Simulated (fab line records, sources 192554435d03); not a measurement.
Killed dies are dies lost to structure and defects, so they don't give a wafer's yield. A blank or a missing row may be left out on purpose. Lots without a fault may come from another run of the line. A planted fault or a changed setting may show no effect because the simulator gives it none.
Chamber matching | flow n5_finfet | N5_BEOL_M1_PRE_CLEAN_60 on cvd_co-02: 3 sister chambers
The step time 15 s. 15 wafers are shown with their chamber, then 7 later ones without.

WAFERS WITH THEIR CHAMBER
wafer  | chamber | heater_power_w (W)
L410.2 | 2       | 84
L410.5 | 0       | 112
L410.6 | 1       | 58
L409.2 | 1       | 58
L409.3 | 2       | 87
L413.1 | 1       | 57
L413.3 | 0       | 117
L413.4 | 1       | 59
L416.5 | 2       | 88
L416.6 | 1       | 60
L418.1 | 0       | 116
L418.2 | 1       | 60
L418.6 | 2       | 85
L421.1 | 0       | 116
L421.2 | 2       | 88

SIGNATURES (means of the wafers above)
reading        | chamber 0 | chamber 1 | chamber 2 | scatter within a chamber
heater_power_w | 115.25    | 58.67     | 86.40     | 1.71
Rule: a wafer's distance from a chamber is the root of the sum, over the readings, of the square of ((its reading less the chamber's mean) divided by the reading's scatter). The wafer belongs to the nearest chamber; if the next one is less than 2 further off, it can't be placed. The scatter: the root of (the sum of the squares of (reading less its chamber's mean) over the shown wafers, divided by (wafers less chambers)).

WAFERS WITHOUT THEIR CHAMBER
wafer  | heater_power_w (W)
L421.3 | 59
L427.2 | 89
L427.3 | 58
L427.5 | 116
L429.4 | 58
L429.5 | 87
L429.6 | 118

WHICH CHAMBER EACH WENT THROUGH
wafer  | from the rows above | in truth
L421.3 | 1                   | 1
L427.2 | 2                   | 2
L427.3 | 1                   | 1
L427.5 | 0                   | 0
L429.4 | 1                   | 1
L429.5 | 2                   | 2
L429.6 | 0                   | 0
Placed correctly: 7 of 7. Can't be placed from these rows: 0. Placed wrongly: 0.
